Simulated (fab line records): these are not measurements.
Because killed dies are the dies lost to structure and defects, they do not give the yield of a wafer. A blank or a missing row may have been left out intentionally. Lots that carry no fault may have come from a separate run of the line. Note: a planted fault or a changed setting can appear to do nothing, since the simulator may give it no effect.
A lot that was struck, set against a sound lot    flow n5Finfet    40 steps out of a route of 1938
Sound: wafers L172.2, L172.4, L172.6. Struck: wafer L193.6. (L193.2, L193.5 of the same lot were not struck and are left out.) The cause comes at the end.
Per side, at each step with rows, come the tool, then ch with its chambers, and then its first start. Under that, the readings that differ: sound wafers    struck wafers    difference of the means    sigmas: that difference in standard deviations of wafers without a fault.
alike: readings with means less than 2 such deviations apart, plus words and numbers identical on both sides. not compared: withheld readings, readings lacking a value on some wafer, bounds such as >300 that could conceal the same value, and numbers that have no deviation in the record and whose values overlap.
The two part at a step that has a row with sigmas, a row that says differs or no value, or rows on one side only. Numbers that don't overlap but have no deviation are shown without sigmas and don't part them. A reading missing from all wafers of one side parts the sides only when that side holds two or more wafers.

first, 11 steps without rows for these wafers: N5_BEOL_M0_SPUTTER_116 (material Cu, target thk 4 nm, time 7.37 s); N5_BEOL_M0_ANNEAL_117 (time 60 s); N5_BEOL_M0_SPUTTER_132 (material Cu, target thk 4 nm, time 7.37 s); N5_BEOL_M0_ANNEAL_133 (time 60 s); N5_BEOL_M0_SPUTTER_134 (material Cu, target thk 4 nm, time 7.37 s); N5_BEOL_M0_ANNEAL_135 (time 60 s); N5_BEOL_M0_SPUTTER_141 (material Cu, target thk 4 nm, time 7.37 s); N5_BEOL_M0_ECD_118 (material Cu, target thk 300 nm); N5_BEOL_M0_ANNEAL_119 (time 90 s); N5_BEOL_M0_CMP_120 (polishes, stops on SiOC, t overpolish 6.9 s); N5_BEOL_M0_PRE_CLEAN_131 (time 15 s).
N5_BEOL_M0_CO_CAP_123: material Co, precursor CCTBA/H2, target thk 2 nm, time 102.1 s.
  sound on cvdCo-01 ch 0,1,2, day 5 17:56; struck on cvdCo-01 ch 1, day 11 07:32
  alike: heaterPowerW
then, 2 steps without rows for these wafers: N5_BEOL_M0_PRE_CLEAN_124 (time 15 s); N5_BEOL_M0_DEP_125 (deposits SiCN from 3MS/NH3, target thk 8 nm, time 14 s).
N5_BEOL_M0_INSPECT_127: inspects for defects (darkfield).
  sound on defectInspect-01, day 5 18:08; struck on defectInspect-01, day 11 07:44
reading         sound     struck  difference  sigmas
rawDefectCount  84 73 47  637     +569        +24
then, 12 steps without rows for these wafers: N5_BEOL_M1_ILD_DEP_00 (deposits SiOC from DEMS/O2, target thk 79 nm, time 15.3 s); N5_BEOL_M1_PECVD_72 (deposits SiO2 from TEOS/O2, target thk 16 nm, time 18 s); N5_BEOL_M1_HM_DEP_02 (deposits TiN, target thk 20 nm); N5_BEOL_M1_COAT_61 (time 60 s, resist thk 60 nm); N5_BEOL_M1_COAT_62 (time 60 s, resist thk 12 nm); N5_BEOL_M1_COAT_73 (time 60 s, resist thk 5 nm); N5_BEOL_M1_COAT_05 (resist thk 30 nm); N5_BEOL_M1_EBR_07; N5_BEOL_M1_SOFTBAKE_06 (time 60 s); N5_BEOL_M1_EXPOSE_08 (exposes mask M1); N5_BEOL_M1_PEB_09 (peb time 60 s); N5_BEOL_M1_DEVELOP_10 (develop time 30 s).
N5_BEOL_M1_INSPECT_13: inspects for defects (brightfield).
  sound on defectInspect-02, day 6 10:40; struck on defectInspect-02, day 11 08:54
reading         sound        struck  difference  sigmas
rawDefectCount  371 385 293  914     +564        +7
then, 9 steps without rows for these wafers: N5_BEOL_M1_DESCUM_16 (chemistry O2, time 7 s); N5_BEOL_M1_ETCH_74 (etches underlayer in N2/H2, target depth 6.5 nm, time 5.2 s); N5_BEOL_M1_ETCH_63 (etches SiARC in CF4, target depth 15.6 nm, time 26 s); N5_BEOL_M1_ETCH_64 (etches SOC in N2/H2, target depth 75 nm, overetch 15 nm, time 112.5 s); N5_BEOL_M1_STRIP_65 (strips in N2/H2); N5_BEOL_M1_STRIP_75 (strips in N2/H2); N5_BEOL_M1_STRIP_66 (strips in CF4); N5_BEOL_M1_HM_OPEN_17 (chemistry Cl2/BCl3, target TiN, target depth 20 nm, overetch 6 nm); N5_BEOL_M1_STRIP_19 (strips in O2).
N5_BEOL_M1_INSPECT_30: inspects for defects (brightfield).
  sound on defectInspect-01, day 6 11:32; struck on defectInspect-02, day 11 09:54
reading         sound        struck  difference  sigmas
rawDefectCount  335 349 284  917     +594        +7
-- a jump in the record: the struck wafers' starts before and after are 3 days apart (it breaks off in module BEOL_M1 and resumes in module BEOL_M4, where the first step shown is number 1111 of the route) --
N5_BEOL_M4_RC_MEAS_101:
  sound on prober-02 ch 0, day 9 13:32; struck on prober-02 ch 0, day 14 09:47
  alike: DIBL_N, DIBL_P, IOFF_N, IOFF_P, ION_N, ION_P, SS_N, SS_P, VT_N, VT_P
-- the record jumps here: 5 days lie between the struck wafers' starts before and after (it left off in module BEOL_M4 and takes up again in module PASSIVATION, whose first step shown is number 1936 of the route) --
N5_PASSIVATION_PROBE_49:
  rows exist in the record for the struck wafers here (prober-02, day 18 22:32), but not for the sound ones

WHERE THEY PART
Earliest at N5_BEOL_M0_INSPECT_127; latest, in this record, at N5_PASSIVATION_PROBE_49.

WHY: whatever the simulator had introduced
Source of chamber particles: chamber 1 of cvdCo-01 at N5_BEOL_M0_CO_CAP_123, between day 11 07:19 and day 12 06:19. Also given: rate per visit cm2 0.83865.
